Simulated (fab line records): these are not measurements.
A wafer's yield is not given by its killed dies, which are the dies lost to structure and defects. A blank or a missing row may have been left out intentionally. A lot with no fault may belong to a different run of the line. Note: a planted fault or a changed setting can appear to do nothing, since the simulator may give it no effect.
Matching of chambers :: flow n5_finfet :: 3 sister chambers for N5_BEOL_M15_ILD_DEP_00 on pecvd-03
The step deposits SiO2 from TEOS/O2, target thk 1629.3 nm, time 346.1 s. 3 wafers are shown with their chamber, then 10 later ones without.

EACH WAFER AND ITS CHAMBER
wafer: L090.6
chamber: 2
showerhead_vpp_V (V): 1704

wafer: L093.1
chamber: 1
showerhead_vpp_V (V): 1843

wafer: L093.3
chamber: 0
showerhead_vpp_V (V): 2052

WAFERS WITH NO CHAMBER GIVEN
wafer: L093.4
showerhead_vpp_V (V): 1712

wafer: L092.1
showerhead_vpp_V (V): 1703

wafer: L092.2
showerhead_vpp_V (V): 1873

wafer: L092.6
showerhead_vpp_V (V): 1708

wafer: L095.2
showerhead_vpp_V (V): 2002

wafer: L095.3
showerhead_vpp_V (V): 1696

wafer: L095.5
showerhead_vpp_V (V): 1878

wafer: L097.2
showerhead_vpp_V (V): 1877

wafer: L097.3
showerhead_vpp_V (V): 2017

wafer: L097.6
showerhead_vpp_V (V): 1858

EACH ONE'S CHAMBER
wafer: L093.4
from the rows above: 2
in truth: 2

wafer: L092.1
from the rows above: 2
in truth: 2

wafer: L092.2
from the rows above: 1
in truth: 1

wafer: L092.6
from the rows above: 2
in truth: 2

wafer: L095.2
from the rows above: 0
in truth: 0

wafer: L095.3
from the rows above: 2
in truth: 2

wafer: L095.5
from the rows above: 1
in truth: 1

wafer: L097.2
from the rows above: 1
in truth: 1

wafer: L097.3
from the rows above: 0
in truth: 0

wafer: L097.6
from the rows above: 1
in truth: 1
Correct placement for 10 of the 10. Left unplaced by these rows: 0. Placed wrongly: 0.
How it was worked out, from the rows above alone: a wafer's distance from a chamber is the root of the sum, over the readings, of the square of ((its reading less the chamber's mean) divided by the reading's scatter). The wafer belongs to the nearest chamber; if the next one is less than 2 further off, it can't be placed. For every chamber, the mean is computed from those of its wafers that are shown. The scatter: with one shown wafer a chamber, the root of the mean of the squares of how far each hidden wafer lies from its nearest shown one.
